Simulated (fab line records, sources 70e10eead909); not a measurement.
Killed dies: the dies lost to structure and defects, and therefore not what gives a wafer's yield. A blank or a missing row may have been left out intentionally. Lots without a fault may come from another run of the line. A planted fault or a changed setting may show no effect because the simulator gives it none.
Chamber matching -- flow nand harc -- ald metal-03 running NHARC_A_BLC_ALD_23: 4 sister chambers
The step deposits TiN, target thk 3 nm, pulse time 1 s, ald cycles 150. 27 wafers are shown with their chamber, then 12 later ones without.

== EACH WAFER AND ITS CHAMBER ==
wafer,chamber,heater power w (W),precursor pulse height rel
L076.1,1,1230,1.002
L076.3,0,908,1.006
L076.4,2,1039,1.019
L078.1,2,1033,0.991
L078.4,0,890,0.979
L078.5,2,1013,1.000
L083.3,2,988,0.983
L083.5,2,962,1.014
L083.6,3,1015,1.002
L088.1,3,987,0.995
L088.3,1,1206,0.987
L088.4,0,872,1.019
L088.2,2,983,0.997
L088.5,3,999,1.025
L088.6,0,865,1.006
L085.4,0,880,1.043
L085.5,0,890,0.980
L085.6,1,1258,0.987
L085.1,3,997,0.997
L085.2,2,981,1.017
L085.3,1,1208,1.010
L081.2,2,998,0.992
L081.3,0,899,1.010
L081.4,3,1026,1.010
L089.2,3,1007,1.031
L089.3,1,1260,1.025
L089.6,2,981,1.015

SIGNATURES (means of the wafers above)
reading,chamber 0,chamber 1,chamber 2,chamber 3,scatter within a chamber
heater power w,886.29,1232.40,997.56,1005.17,21.2
precursor pulse height rel,1.00614,1.00220,1.00311,1.01000,0.0169
Rule: a wafer lies at a distance from a chamber equal to the root of the sum of squares, over the readings, of (its reading less the chamber's mean, divided by the reading's scatter). The wafer belongs to the nearest chamber; if the next one is less than 2 further off, it can't be placed. The scatter is the square root of a quotient: the sum, over the shown wafers, of each reading's squared deviation from its chamber's mean, divided by wafers minus chambers.

== WAFERS WHOSE CHAMBER IS MISSING ==
wafer,heater power w (W),precursor pulse height rel
L087.4,883,0.988
L087.5,1236,1.020
L087.6,901,0.991
L090.1,876,0.960
L090.2,983,0.983
L090.5,1244,0.992
L090.3,1238,1.001
L090.4,1006,1.014
L090.6,902,0.992
L094.1,1247,0.966
L094.5,899,1.009
L094.6,1226,0.985

== CHAMBER TAKEN BY EACH ==
wafer,from the rows above,in truth
L087.4,0,0
L087.5,1,1
L087.6,0,0
L090.1,0,0
L090.2,can't be placed: 2 or 3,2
L090.5,1,1
L090.3,1,1
L090.4,can't be placed: 3 or 2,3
L090.6,0,0
L094.1,1,1
L094.5,0,0
L094.6,1,1
Correct placement for 10 of the 12. Can't be placed from these rows: 2 (the true chamber is among the candidates in 2). Number placed wrongly: 0.
